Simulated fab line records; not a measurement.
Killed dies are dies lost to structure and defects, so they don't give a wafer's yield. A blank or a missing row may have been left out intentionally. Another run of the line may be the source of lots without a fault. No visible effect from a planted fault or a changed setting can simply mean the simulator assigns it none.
fab line records	flow nand_harc
record: lots: 24	wafers: 72	last_day: 27
route steps=1159 shown P_M0@277 P_M2@328 A_ONON_D1@429
lots that met no fault: taken from a fault-free run of the same line
start_h: start of the lot's first displayed wafer, in hours after the record's first day	wait_h: hours from the lot's prior step to this one	" identical to the entry in the row above	L1.1+2: one row covering several wafers at once	- value missing, or start not given	* or withheld: withheld	< > ~ a bound
route shown NAME@n: NAME is a module with steps in the file, n the number in the route of the first one	usual: mean and standard deviation over wafers with no fault	same: alike in all rows	chamber/n: place in a boat	sites: readings site by site	_std_site: the values' standard deviation	_edge_site: outer sites' mean less inner sites'	radius_mm: how far each site lies from the wafer's centre	mask NAME#n: copy n	behind: the most recent tool/chamber to have shaped the wafer	hold: cause of the lot's hold/its duration in hours/its outcome	device: which transistor (n, p or np) failed to switch	end of line: the route-end tests of the same wafers	where a step has no rows: the recipe by itself	killed: not the wafer's yield, but the dies lost to structure and defects at the first sort	map: a wafer's dies, x killed, . not, _ none there
set.NAME: the setting the step ran with; set.NAME@STEP: the setting that earlier step ran with	model.NAME: the simulator's own value behind a step, which no gauge read
steps of the route over a sample of lots; a table a step, a row a wafer
services: a tool's chamber out of use, with start hour (start_h, from the record's first day; less than 0 if before it), hours out, and reason
== steps ==
step: NHARC_P_M0_ANNEAL_30
recipe: temp_c: 225	time_s: 90
usual: wafer_temp_C_max: 226.2/0.38
lot.wafer	tool	chamber	start_h	wait_h	wafer_temp_C_max
L074.1	rtp_anneal-01	0	107.95	0.3	226.0
L074.5	"	0	"	"	225.7
L074.6	"	0	"	"	225.7
L075.2	rtp_anneal-02	0	129.65	0.3	227.1
L075.3	"	0	"	"	226.3
L075.6	"	0	"	"	226.2
L076.1	rtp_anneal-01	0	131.00	0.3	226.2
L076.3	"	0	"	"	225.9
L076.4	"	0	"	"	226.2
L077.1	rtp_anneal-02	0	133.75	-	226.4
L077.4	"	0	"	"	226.7
L077.6	"	0	"	"	225.8
L078.1	rtp_anneal-01	0	139.12	-	226.3
L078.4	"	0	"	"	225.7
L078.5	"	0	"	"	226.0
L079.4	rtp_anneal-02	0	146.86	-	226.6
L079.5	"	0	"	"	226.5
L079.6	"	0	"	"	226.8
L080.1	rtp_anneal-01	0	160.63	-	226.0
L080.2	"	0	"	"	225.6
L080.4	"	0	"	"	225.9
L082.2	rtp_anneal-02	0	161.28	-	226.7
L082.4	"	0	"	"	226.6
L082.6	"	0	"	"	226.4
L081.2	rtp_anneal-02	0	161.78	0.5	227.0
L081.3	"	0	"	"	226.3
L081.4	"	0	"	"	226.5
L084.1	rtp_anneal-01	0	170.73	-	225.9
L084.3	"	0	"	"	225.4
L084.5	"	0	"	"	225.9
L083.3	rtp_anneal-02	0	171.46	-	226.5
L083.5	"	0	"	"	226.0
L083.6	"	0	"	"	226.7
L085.4	rtp_anneal-01	0	196.77	-	226.5
L085.5	"	0	"	"	226.2
L085.6	"	0	"	"	226.2
L088.2	rtp_anneal-01	0	197.32	-	225.9
L088.5	"	0	"	"	225.9
L088.6	"	0	"	"	226.3
L086.2	rtp_anneal-02	0	198.21	0.4	226.5
L086.4	"	0	"	"	226.2
L086.6	"	0	"	"	226.4
L087.4	rtp_anneal-01	0	211.59	0.5	225.9
L087.5	"	0	"	"	225.9
L087.6	"	0	"	"	225.6
L090.1	rtp_anneal-02	0	218.86	0.3	225.9
L090.2	"	0	"	"	226.3
L090.5	"	0	"	"	226.2
L089.2	rtp_anneal-01	0	222.25	0.4	225.9
L089.3	"	0	"	"	226.2
L089.6	"	0	"	"	226.1
L091.1	rtp_anneal-01	0	222.86	-	225.8
L091.3	"	0	"	"	226.0
L091.4	"	0	"	"	226.2
L092.2	rtp_anneal-02	0	225.02	0.3	226.4
L092.5	"	0	"	"	226.5
L092.6	"	0	"	"	226.6
L094.1	rtp_anneal-01	0	234.99	-	226.5
L094.5	"	0	"	"	225.8
L094.6	"	0	"	"	225.9
L093.1	rtp_anneal-01	0	239.67	0.3	225.9
L093.2	"	0	"	"	225.6
L093.5	"	0	"	"	225.9
L095.1	rtp_anneal-02	0	244.56	-	226.0
L095.2	"	0	"	"	226.7
L095.6	"	0	"	"	226.6
L096.2	rtp_anneal-02	0	246.61	0.4	226.4
L096.5	"	0	"	"	226.3
L096.6	"	0	"	"	227.0
L097.3	rtp_anneal-02	0	263.54	0.3	226.9
L097.4	"	0	"	"	226.3
L097.6	"	0	"	"	227.2
step: NHARC_P_M2_CD_MEAS_09
recipe: target_cd_nm: 170	landing_energy_ev: 500
usual: cd_nm: 169.9/0.55
lot.wafer	tool	chamber	start_h	wait_h	cd_nm
L074.1	cd_sem-03	0	114.21	-	169.6
L074.5	"	0	"	"	169.8
L074.6	"	0	"	"	169.6
L075.2	cd_sem-01	0	136.01	-	170.2
L075.3	"	0	"	"	170.3
L075.6	"	0	"	"	169.8
L076.1	cd_sem-02	0	137.28	-	169.1
L076.3	"	0	"	"	169.2
L076.4	"	0	"	"	169.5
L077.1	cd_sem-02	0	139.86	-	170.2
L077.4	"	0	"	"	170.9
L077.6	"	0	"	"	169.8
L078.1	cd_sem-03	0	145.65	-	169.7
L078.4	"	0	"	"	170.2
L078.5	"	0	"	"	169.5
L079.4	cd_sem-01	0	153.01	-	169.6
L079.5	"	0	"	"	169.8
L079.6	"	0	"	"	170.1
L080.1	cd_sem-01	0	166.89	-	170.2
L080.2	"	0	"	"	170.4
L080.4	"	0	"	"	170.0
L082.2	cd_sem-02	0	168.04	-	170.7
L082.4	"	0	"	"	170.2
L082.6	"	0	"	"	169.8
L081.2	cd_sem-03	0	169.19	-	169.9
L081.3	"	0	"	"	170.3
L081.4	"	0	"	"	169.6
L084.1	cd_sem-01	0	177.04	-	169.5
L084.3	"	0	"	"	169.5
L084.5	"	0	"	"	168.8
L083.3	cd_sem-03	0	177.72	-	169.2
L083.5	"	0	"	"	169.4
L083.6	"	0	"	"	169.2
L085.4	cd_sem-01	0	203.32	-	171.1
L085.5	"	0	"	"	170.4
L085.6	"	0	"	"	171.0
L088.2	cd_sem-02	0	204.23	-	169.7
L088.5	"	0	"	"	169.7
L088.6	"	0	"	"	169.6
L086.2	cd_sem-03	0	204.68	-	169.3
L086.4	"	0	"	"	169.8
L086.6	"	0	"	"	169.7
L087.4	cd_sem-03	0	217.72	-	171.0
L087.5	"	0	"	"	171.4
L087.6	"	0	"	"	171.2
L090.1	cd_sem-02	0	225.30	-	170.3
L090.2	"	0	"	"	169.8
L090.5	"	0	"	"	170.0
L089.2	cd_sem-02	0	228.54	-	170.1
L089.3	"	0	"	"	170.1
L089.6	"	0	"	"	170.0
L091.1	cd_sem-03	0	230.61	-	170.5
L091.3	"	0	"	"	169.7
L091.4	"	0	"	"	169.4
L092.2	cd_sem-03	0	231.55	-	169.9
L092.5	"	0	"	"	170.1
L092.6	"	0	"	"	170.3
L094.1	cd_sem-02	0	241.27	-	169.2
L094.5	"	0	"	"	169.8
L094.6	"	0	"	"	169.9
L093.1	cd_sem-01	0	245.95	-	170.0
L093.2	"	0	"	"	169.4
L093.5	"	0	"	"	169.1
L095.1	cd_sem-03	0	250.83	-	169.5
L095.2	"	0	"	"	170.0
L095.6	"	0	"	"	169.4
L096.2	cd_sem-03	0	253.03	-	170.0
L096.5	"	0	"	"	170.6
L096.6	"	0	"	"	170.3
L097.3	cd_sem-03	0	270.05	-	170.1
L097.4	"	0	"	"	170.0
L097.6	"	0	"	"	170.1
step: NHARC_P_M2_DESCUM_14
recipe: time_s: 3	o2_flow_sccm: 200	ar_flow_sccm: 0	bias_power_w: 0	chemistry: O2
usual: drypump_motor_current_A: 5.61/0.27	mfc_ar_sccm: 0.019/0.014	oes_product_au: 0.997/0.0067	rf_vpp_V: 57.8/0.85	showerhead_plenum_p_Torr: 1.89/0.045	throttle_valve_pct: 11.313/0.0081
lot.wafer	tool	chamber	start_h	wait_h	drypump_motor_current_A	mfc_ar_sccm	oes_product_au	rf_hours_counter_h	rf_vpp_V	showerhead_plenum_p_Torr	throttle_valve_pct
L074.1	rie_diel-03	3	114.47	0.1	5.53	0.028	0.997	2	58.0	1.86	11.319
L074.5	"	1	"	"	5.69	0.015	0.994	-	58.6	1.94	11.321
L074.6	"	2	"	"	5.40	0.039	0.997	-	58.1	1.91	11.319
L075.2	rie_diel-03	2	136.21	0.1	5.40	0.039	0.985	3	58.3	1.91	11.326
L075.3	"	3	"	"	5.54	0.028	0.987	3	56.7	1.86	11.311
L075.6	"	1	"	"	5.67	0.015	0.992	-	57.4	1.94	11.317
L076.3	rie_diel-03	1	137.46	0.1	5.67	0.015	0.992	3	56.4	1.94	11.309
L076.1	"	3	"	"	5.55	0.028	1.000	3	57.7	1.86	11.306
L076.4	"	0	"	"	5.94	0.001	0.995	3	56.9	1.85	11.309
L077.1	rie_diel-04	0	140.07	0.1	5.59	0.027	1.007	4	57.2	1.80	11.307
L077.6	"	3	"	"	4.92	0.004	0.996	-	58.3	1.93	11.312
L077.4	"	0	"	"	5.57	0.027	1.002	-	58.7	1.80	11.314
L078.1	rie_diel-03	0	145.85	0.1	5.96	0.001	0.992	4	56.2	1.85	11.329
L078.4	"	1	"	"	5.67	0.015	0.996	4	57.9	1.94	11.291
L078.5	"	2	"	"	5.39	0.039	1.002	-	57.1	1.91	11.313
L079.4	rie_diel-03	2	153.19	0.1	5.40	0.039	1.000	4	56.6	1.91	11.320
L079.5	"	2	"	"	5.41	0.039	0.997	-	58.1	1.91	11.318
L079.6	"	3	"	"	5.54	0.028	0.997	-	57.8	1.86	11.321
L080.1	rie_diel-03	0	167.08	0.1	5.95	0.001	0.994	4	56.9	1.85	11.321
L080.4	"	1	"	"	5.63	0.015	1.000	4	57.4	1.94	11.314
L080.2	"	2	"	"	5.42	0.039	0.994	4	58.2	1.91	11.306
L082.4	rie_diel-04	1	168.23	0.1	5.88	0.016	1.000	7	58.2	1.91	11.301
L082.2	"	2	"	"	5.64	0.019	0.995	8	57.6	1.89	11.325
L082.6	"	2	"	"	5.64	0.019	1.016	-	58.2	1.89	11.312
L081.3	rie_diel-04	2	169.38	0.1	5.63	0.019	0.996	8	57.2	1.90	11.309
L081.4	"	3	"	"	4.94	0.004	0.978	9	57.2	1.93	11.312
L081.2	"	0	"	"	5.54	0.027	0.990	9	55.9	1.80	11.315
L084.3	rie_diel-03	1	177.24	0.1	5.65	0.015	1.001	5	57.8	1.94	11.317
L084.1	"	3	"	"	5.51	0.028	0.995	5	57.1	1.86	11.325
L084.5	"	1	"	"	5.70	0.015	0.986	-	58.5	1.94	11.316
L083.3	rie_diel-03	1	177.93	0.1	5.69	0.015	1.000	5	56.9	1.94	11.317
L083.5	"	3	"	"	5.57	0.028	0.997	-	55.4	1.86	11.308
L083.6	"	0	"	"	5.92	0.001	0.990	-	59.1	1.85	11.316
L085.4	rie_diel-03	3	203.51	0.1	5.55	0.028	1.013	6	58.3	1.86	11.295
L085.6	"	2	"	"	5.41	0.039	0.996	-	58.1	1.91	11.310
L085.5	"	3	"	"	5.57	0.028	0.991	-	56.8	1.86	11.325
L088.2	rie_diel-03	2	204.41	0.1	5.41	0.039	0.995	6	59.3	1.91	11.307
L088.5	"	2	"	"	5.40	0.039	0.988	-	55.7	1.91	11.324
L088.6	"	3	"	"	5.54	0.028	1.000	-	57.1	1.86	11.312
L086.2	rie_diel-03	2	204.87	0.1	5.39	0.039	0.996	6	58.0	1.91	11.321
L086.4	"	3	"	"	5.53	0.028	0.994	6	58.1	1.86	11.304
L086.6	"	1	"	"	5.65	0.015	0.993	-	57.5	1.94	11.297
L087.4	rie_diel-13	0	217.90	0.1	5.42	0	0.989	39	57.8	1.96	11.301
L087.6	"	0	"	"	5.43	0	0.996	-	56.5	1.96	11.305
L087.5	"	1	"	"	5.36	0.027	0.998	-	57.5	1.87	11.329
L090.1	rie_diel-03	2	225.50	0.1	5.40	0.039	1.000	0	57.0	1.91	11.317
L090.2	"	3	"	"	5.52	0.028	1.007	0	59.1	1.86	11.313
L090.5	"	0	"	"	5.92	0.001	0.999	-	56.5	1.85	11.302
L089.2	rie_diel-04	1	228.73	0.1	5.91	0.016	1.004	18	57.7	1.91	11.326
L089.3	"	3	"	"	4.96	0.004	0.986	20	59.3	1.93	11.320
L089.6	"	1	"	"	5.88	0.016	0.998	-	56.6	1.91	11.302
L091.4	rie_diel-03	1	230.80	0.1	5.66	0.015	1.001	0	58.6	1.94	11.320
L091.1	"	2	"	"	5.39	0.039	1.006	0	57.2	1.91	11.313
L091.3	"	3	"	"	5.56	0.028	0.999	0	57.5	1.86	11.318
L092.2	rie_diel-03	1	231.75	0.1	5.66	0.015	0.996	0	59.9	1.94	11.306
L092.5	"	0	"	"	5.96	0.001	0.991	-	57.9	1.85	11.301
L092.6	"	1	"	"	5.67	0.015	1.003	-	57.8	1.94	11.315
L094.1	rie_diel-04	3	241.46	0.1	4.95	0.004	0.987	21	59.0	1.93	11.316
L094.5	"	3	"	"	4.96	0.004	0.992	-	58.5	1.93	11.312
L094.6	"	0	"	"	5.57	0.027	1.002	-	59.0	1.80	11.307
L093.2	rie_diel-03	3	246.14	0.1	5.56	0.028	1.000	1	57.4	1.86	11.315
L093.1	"	1	"	"	5.67	0.015	0.994	1	59.0	1.94	11.299
L093.5	"	2	"	"	5.42	0.039	0.992	-	59.0	1.91	11.318
L095.2	rie_diel-03	3	251.02	0.1	5.55	0.028	0.996	1	56.8	1.85	11.323
L095.1	"	1	"	"	5.70	0.015	1.009	1	58.5	1.94	11.328
L095.6	"	3	"	"	5.54	0.028	1.003	-	57.3	1.86	11.310
L096.2	rie_diel-03	2	253.22	0.1	5.39	0.039	0.993	1	57.3	1.91	11.317
L096.6	"	1	"	"	5.68	0.015	1.004	-	59.1	1.94	11.310
L096.5	"	2	"	"	5.40	0.039	1.002	-	56.5	1.91	11.305
L097.4	rie_diel-13	0	270.25	0.1	5.45	0	0.991	59	59.6	1.95	11.314
L097.3	"	1	"	"	5.35	0.027	0.990	60	57.2	1.87	11.309
L097.6	"	2	"	"	5.70	0	0.997	-	58.4	1.80	11.300
step: NHARC_P_M2_ETCH_15
recipe: target_depth_a: 1825	time_s: 91.2	c4f8_flow_sccm: withheld	ar_flow_sccm: 400	rf_w: 600	bias_w: 300	chemistry: C4F8/Ar
usual: oes_product_au: 0.949/0.022	rf_vpp_V: 439.9/1.6
lot.wafer	tool	chamber	start_h	wait_h	oes_product_au	rf_hours_counter_h	rf_vpp_V
L074.1	rie_diel-03	1	-	-	0.936	2	440.5
L074.5	"	2	"	"	0.937	-	441.4
L074.6	"	3	"	"	0.966	-	439.3
L075.3	rie_diel-03	1	-	-	0.972	3	441.8
L075.2	"	0	"	"	0.973	3	438.3
L075.6	"	1	"	"	0.968	-	440.9
L076.1	rie_diel-03	1	-	-	0.959	3	441.5
L076.4	"	3	"	"	0.966	3	439.9
L076.3	"	0	"	"	0.966	3	439.8
L077.1	rie_diel-04	2	-	-	0.960	3	440.6
L077.6	"	0	"	"	0.960	-	437.9
L077.4	"	2	"	"	0.957	-	439.5
L078.4	rie_diel-03	2	-	-	0.931	4	439.8
L078.1	"	1	"	"	0.927	4	441.5
L078.5	"	2	"	"	0.926	-	440.9
L079.4	rie_diel-03	0	-	-	0.990	4	439.7
L079.5	"	1	"	"	0.985	-	441.2
L079.6	"	2	"	"	0.958	-	442.8
L080.1	rie_diel-03	0	-	-	0.925	4	438.1
L080.4	"	2	"	"	0.916	4	440.7
L080.2	"	3	"	"	0.925	4	439.4
L082.4	rie_diel-04	1	-	-	0.917	7	440.7
L082.2	"	3	"	"	0.919	9	441.1
L082.6	"	2	"	"	0.917	-	441.7
L081.2	rie_diel-04	3	-	-	0.917	9	441.7
L081.4	"	0	"	"	0.929	9	437.1
L081.3	"	2	"	"	0.926	9	440.7
L084.1	rie_diel-03	0	-	-	0.973	5	437.9
L084.3	"	1	"	"	0.965	5	442.0
L084.5	"	3	"	"	0.979	-	439.0
L083.3	rie_diel-03	3	-	-	0.925	5	438.2
L083.5	"	3	"	"	0.921	-	438.4
L083.6	"	0	"	"	0.916	-	438.1
L085.4	rie_diel-03	2	-	-	0.914	6	441.5
L085.6	"	0	"	"	0.913	-	438.5
L085.5	"	1	"	"	0.914	-	440.8
L088.2	rie_diel-03	3	-	-	0.959	6	438.9
L088.6	"	0	"	"	0.983	-	438.2
L088.5	"	1	"	"	0.976	-	441.2
L086.4	rie_diel-03	0	-	-	0.976	6	438.2
L086.2	"	3	"	"	0.978	6	439.9
L086.6	"	1	"	"	0.956	-	442.2
L087.4	rie_diel-13	1	-	-	0.922	38	437.9
L087.5	"	1	"	"	0.930	-	440.6
L087.6	"	2	"	"	0.924	-	438.4
L090.1	rie_diel-03	0	-	-	0.959	0	439.8
L090.2	"	1	"	"	0.975	0	440.5
L090.5	"	1	"	"	0.978	-	440.7
L089.2	rie_diel-04	2	-	-	0.943	19	439.3
L089.3	"	0	"	"	0.930	21	436.5
L089.6	"	1	"	"	0.938	-	440.1
L091.3	rie_diel-03	2	-	-	0.976	0	441.7
L091.1	"	0	"	"	0.953	0	438.5
L091.4	"	1	"	"	0.976	0	442.6
L092.2	rie_diel-03	0	-	-	0.957	0	438.0
L092.5	"	3	"	"	0.981	-	438.1
L092.6	"	0	"	"	0.956	-	438.2
L094.1	rie_diel-04	0	-	-	0.928	22	438.3
L094.5	"	0	"	"	0.938	-	438.0
L094.6	"	1	"	"	0.925	-	440.9
L093.2	rie_diel-03	0	-	-	0.970	1	438.4
L093.1	"	2	"	"	0.961	1	441.6
L093.5	"	3	"	"	0.965	-	439.6
L095.1	rie_diel-03	3	-	-	0.933	1	439.1
L095.2	"	2	"	"	0.940	1	439.2
L095.6	"	0	"	"	0.948	-	440.3
L096.2	rie_diel-03	3	-	-	0.966	1	439.1
L096.6	"	3	"	"	0.971	-	438.2
L096.5	"	0	"	"	0.966	-	438.8
L097.4	rie_diel-13	2	-	-	0.940	61	437.1
L097.3	"	3	"	"	0.936	62	435.5
L097.6	"	1	"	"	0.942	-	440.1
step: NHARC_P_M2_STRIP_18
recipe: power_w: 1000	n2_flow_sccm: 150	h2_flow_sccm: 150	ar_flow_sccm: 0	bias_w: 0	chemistry: N2/H2
usual: drypump_motor_current_A: 5.61/0.3	h2_flow_sccm: 149.9/0.43	mfc_ar_sccm: 0.018/0.013	oes_product_au: 0.999/0.0071	rf_vpp_V: 90.6/0.81	showerhead_plenum_p_Torr: 2.01/0.051	throttle_valve_pct: 14.171/0.0087
lot.wafer	tool	chamber	start_h	wait_h	drypump_motor_current_A	h2_flow_sccm	mfc_ar_sccm	oes_product_au	rf_hours_counter_h	rf_vpp_V	showerhead_plenum_p_Torr	throttle_valve_pct
L074.1	rie_diel-03	3	114.91	0.1	5.52	149.5	0.028	0.999	2	90.7	1.98	14.180
L074.5	"	0	"	"	5.92	149.9	0.001	0.992	-	90.5	1.97	14.166
L074.6	"	1	"	"	5.64	149.8	0.015	1.000	-	89.7	2.07	14.170
L075.2	rie_diel-03	0	136.60	0.1	5.94	150.3	0.001	0.994	3	90.5	1.97	14.166
L075.3	"	1	"	"	5.67	150.1	0.015	1.002	3	90.4	2.07	14.179
L075.6	"	3	"	"	5.53	149.9	0.028	0.992	-	90.3	1.98	14.186
L076.4	rie_diel-03	1	137.87	0.1	5.66	149.1	0.015	1.016	3	90.9	2.07	14.176
L076.3	"	2	"	"	5.43	149.7	0.039	0.992	3	90.3	2.04	14.156
L076.1	"	3	"	"	5.55	150.2	0.028	1.000	3	92.0	1.98	14.183
L077.1	rie_diel-03	1	140.50	0.1	5.70	149.7	0.015	1.000	3	89.6	2.07	14.179
L077.4	"	2	"	"	5.41	149.6	0.039	0.999	3	91.1	2.04	14.181
L077.6	"	1	"	"	5.68	149.8	0.015	1.002	-	90.5	2.07	14.173
L078.1	rie_diel-03	3	146.26	0.1	5.53	149.7	0.028	1.003	4	90.2	1.98	14.167
L078.4	"	0	"	"	5.95	149.5	0.001	1.007	4	90.5	1.97	14.182
L078.5	"	0	"	"	5.98	148.6	0.001	1.001	-	89.1	1.97	14.178
L079.4	rie_diel-03	3	153.59	0.1	5.53	149.5	0.028	0.982	4	90.4	1.98	14.176
L079.5	"	2	"	"	5.42	150.5	0.039	0.996	-	91.6	2.04	14.168
L079.6	"	3	"	"	5.53	149.4	0.028	1.001	-	90.8	1.98	14.174
L080.4	rie_diel-03	1	167.47	0.1	5.67	149.7	0.015	1.006	4	91.0	2.07	14.164
L080.1	"	3	"	"	5.57	149.3	0.028	1.001	4	91.7	1.98	14.172
L080.2	"	0	"	"	5.95	149.2	0.001	0.992	4	90.2	1.97	14.157
L082.2	rie_diel-03	0	168.61	0.1	5.95	151.0	0.001	0.998	4	90.4	1.97	14.164
L082.4	"	3	"	"	5.55	149.9	0.028	1.001	4	90.2	1.98	14.160
L082.6	"	1	"	"	5.69	149.8	0.015	0.995	-	91.0	2.07	14.171
L081.4	rie_diel-04	0	170.25	0.1	5.56	150.5	0.027	1.007	9	90.7	1.92	14.155
L081.2	"	1	"	"	5.88	149.3	0.016	1.000	7	90.6	2.03	14.174
L081.3	"	2	"	"	5.66	150.6	0.019	1.006	9	88.4	2.02	14.161
L084.3	rie_diel-03	3	177.63	0.1	5.55	150.6	0.028	1.003	5	90.1	1.98	14.167
L084.1	"	0	"	"	5.97	149.8	0.001	0.987	5	90.2	1.97	14.179
L084.5	"	0	"	"	5.96	149.4	0.001	0.998	-	89.7	1.97	14.170
L083.3	rie_diel-03	1	178.37	0.1	5.64	149.9	0.015	1.000	5	89.3	2.07	14.182
L083.5	"	2	"	"	5.41	150.3	0.039	0.996	-	91.8	2.04	14.184
L083.6	"	3	"	"	5.54	149.6	0.028	0.995	-	89.8	1.98	14.167
L085.4	rie_diel-04	3	203.91	0.1	4.94	150.0	0.004	0.990	15	91.5	2.06	14.168
L085.5	"	2	"	"	5.65	149.7	0.019	1.008	-	91.6	2.02	14.179
L085.6	"	3	"	"	4.94	149.7	0.004	1.004	-	91.4	2.06	14.157
L088.2	rie_diel-13	1	204.79	0.1	5.38	149.8	0.027	1.007	34	89.4	2.00	14.168
L088.5	"	1	"	"	5.37	150.1	0.027	1.003	-	91.0	2.00	14.161
L088.6	"	2	"	"	5.67	150.0	0	1.003	-	90.6	1.92	14.177
L086.4	rie_diel-13	3	205.24	0.1	6.51	150.0	0	0.998	33	89.7	1.89	14.173
L086.2	"	1	"	"	5.35	149.0	0.027	0.988	34	90.6	2.00	14.168
L086.6	"	3	"	"	6.54	149.9	0	0.991	-	89.6	1.89	14.184
L087.4	rie_diel-04	1	218.62	0.4	5.84	150.1	0.016	1.003	17	92.4	2.03	14.169
L087.6	"	3	"	"	4.96	149.7	0.004	0.984	-	91.2	2.06	14.171
L087.5	"	0	"	"	5.55	150.1	0.027	1.007	-	90.0	1.91	14.175
L090.1	rie_diel-03	0	225.86	0.1	5.97	149.8	0.001	0.996	0	91.9	1.97	14.165
L090.2	"	3	"	"	5.51	149.6	0.028	1.002	0	91.2	1.98	14.180
L090.5	"	1	"	"	5.65	149.8	0.015	0.996	-	89.3	2.07	14.179
L089.2	rie_diel-04	3	229.16	0.1	4.95	149.4	0.004	0.990	20	89.8	2.05	14.171
L089.3	"	2	"	"	5.61	149.9	0.019	1.013	19	90.6	2.02	14.170
L089.6	"	0	"	"	5.54	150.8	0.027	0.999	-	90.5	1.91	14.170
L091.1	rie_diel-04	1	231.17	0.1	5.86	150.3	0.016	1.002	18	91.2	2.03	14.162
L091.4	"	2	"	"	5.63	150.1	0.019	1.002	19	89.4	2.02	14.167
L091.3	"	0	"	"	5.56	150.4	0.027	0.996	21	89.2	1.91	14.168
L092.2	rie_diel-04	1	232.12	0.1	5.91	149.6	0.016	1.014	18	90.2	2.03	14.173
L092.5	"	1	"	"	5.92	150.4	0.016	1.007	-	90.2	2.03	14.160
L092.6	"	2	"	"	5.62	149.9	0.019	1.004	-	89.5	2.02	14.167
L094.1	rie_diel-04	2	241.89	0.1	5.62	149.5	0.019	1.010	20	89.8	2.02	14.182
L094.5	"	0	"	"	5.55	149.2	0.027	1.000	-	91.5	1.91	14.166
L094.6	"	1	"	"	5.90	150.5	0.016	1.007	-	91.4	2.03	14.163
L093.2	rie_diel-03	1	246.52	0.1	5.61	150.1	0.015	0.998	1	91.6	2.07	14.169
L093.1	"	2	"	"	5.39	150.1	0.039	0.997	1	91.5	2.04	14.162
L093.5	"	2	"	"	5.41	150.2	0.039	0.987	-	90.6	2.04	14.154
L095.2	rie_diel-04	1	251.39	0.1	5.88	149.6	0.016	1.003	20	90.1	2.03	14.182
L095.1	"	2	"	"	5.66	150.2	0.019	1.003	20	90.7	2.02	14.171
L095.6	"	1	"	"	5.85	149.7	0.016	1.004	-	91.1	2.03	14.174
L096.2	rie_diel-03	0	253.61	0.1	5.96	150.2	0.001	0.993	1	90.3	1.97	14.172
L096.6	"	3	"	"	5.56	149.7	0.028	0.999	-	91.4	1.98	14.175
L096.5	"	0	"	"	5.95	150.6	0.001	0.999	-	91.5	1.97	14.165
L097.4	rie_diel-03	1	271.09	0.1	5.68	149.7	0.015	0.997	2	89.9	2.06	14.166
L097.3	"	0	"	"	5.98	149.3	0.001	0.992	2	90.3	1.97	14.192
L097.6	"	2	"	"	5.42	150.3	0.039	0.991	-	91.6	2.04	14.162
step: NHARC_A_ONON_D1_THK_MEAS_08
recipe: thk_meas_gauge: ellipsometry
usual: thk_nm: 1001/11
lot.wafer	tool	chamber	start_h	wait_h	thk_nm
L074.1	film_metro-02	-	147.09	-	1009
L074.5	"	-	"	"	1009
L074.6	"	-	"	"	1011
L075.2	film_metro-02	-	169.55	-	981
L075.3	"	-	"	"	981
L075.6	"	-	"	"	983
L076.1	film_metro-01	-	169.56	-	1005
L076.3	"	-	"	"	1005
L076.4	"	-	"	"	1005
L077.1	film_metro-02	-	169.64	-	995
L077.4	"	-	"	"	996
L077.6	"	-	"	"	995
L078.1	film_metro-01	-	179.55	-	995
L078.4	"	-	"	"	994
L078.5	"	-	"	"	996
L079.4	film_metro-02	-	186.17	-	1002
L079.5	"	-	"	"	999
L079.6	"	-	"	"	1001
L081.2	film_metro-02	-	201.10	-	1008
L081.3	"	-	"	"	1011
L081.4	"	-	"	"	1011
L082.2	film_metro-01	-	201.12	-	993
L082.4	"	-	"	"	991
L082.6	"	-	"	"	992
L080.1	film_metro-02	-	201.15	-	1004
L080.2	"	-	"	"	1005
L080.4	"	-	"	"	1004
L084.1	film_metro-02	-	215.60	-	992
L084.3	"	-	"	"	992
L084.5	"	-	"	"	993
L083.3	film_metro-02	-	215.65	-	1006
L083.5	"	-	"	"	1008
L083.6	"	-	"	"	1006
L085.4	film_metro-02	-	235.68	-	1000
L085.5	"	-	"	"	1001
L085.6	"	-	"	"	1001
L086.2	film_metro-02	-	235.70	-	1002
L086.4	"	-	"	"	1002
L086.6	"	-	"	"	1000
L088.2	film_metro-01	-	235.75	-	991
L088.5	"	-	"	"	990
L088.6	"	-	"	"	993
L087.4	film_metro-02	-	250.74	-	985
L087.5	"	-	"	"	986
L087.6	"	-	"	"	989
L089.2	film_metro-02	-	259.16	-	1016
L089.3	"	-	"	"	1015
L089.6	"	-	"	"	1016
L090.1	film_metro-01	-	259.17	-	1002
L090.2	"	-	"	"	1004
L090.5	"	-	"	"	1003
L091.1	film_metro-02	-	266.87	-	1019
L091.3	"	-	"	"	1019
L091.4	"	-	"	"	1020
L092.2	film_metro-01	-	266.91	-	1007
L092.5	"	-	"	"	1007
L092.6	"	-	"	"	1006
L094.1	film_metro-02	-	274.11	-	993
L094.5	"	-	"	"	991
L094.6	"	-	"	"	992
L093.1	film_metro-01	-	278.49	-	986
L093.2	"	-	"	"	986
L093.5	"	-	"	"	984
L096.2	film_metro-01	-	283.50	-	1001
L096.5	"	-	"	"	1000
L096.6	"	-	"	"	1002
L095.1	film_metro-02	-	283.53	-	1003
L095.2	"	-	"	"	1004
L095.6	"	-	"	"	1003
L097.3	film_metro-02	-	302.38	-	1027
L097.4	"	-	"	"	1026
L097.6	"	-	"	"	1027
== services ==
tool	chamber	start_h	hours	kind
rie_diel-03	0	96.30	-	clean
rie_diel-03	1	96.30	-	clean
rie_diel-03	2	96.30	-	clean
rie_diel-03	3	96.30	-	clean
rie_diel-13	-	99.20	9.0	pm
rie_diel-04	-	111.98	9.0	pm
rie_diel-03	0	120.80	-	clean
rie_diel-03	1	120.80	-	clean
rie_diel-03	2	120.80	-	clean
rie_diel-03	3	120.80	-	clean
rie_diel-04	1	137.93	4.7	repair
rie_diel-03	0	145.37	-	clean
rie_diel-03	1	145.37	-	clean
rie_diel-03	2	145.37	-	clean
rie_diel-03	3	145.37	-	clean
rie_diel-03	0	169.87	-	clean
rie_diel-03	1	169.87	-	clean
rie_diel-03	2	169.87	-	clean
rie_diel-03	3	169.87	-	clean
rie_diel-03	2	179.62	5.3	repair
rie_diel-04	-	191.45	2.7	repair
rie_diel-03	-	215.30	9.0	pm
rie_diel-13	2	225.68	4.4	repair
rie_diel-04	2	233.99	2.6	repair
== key ==
fault none
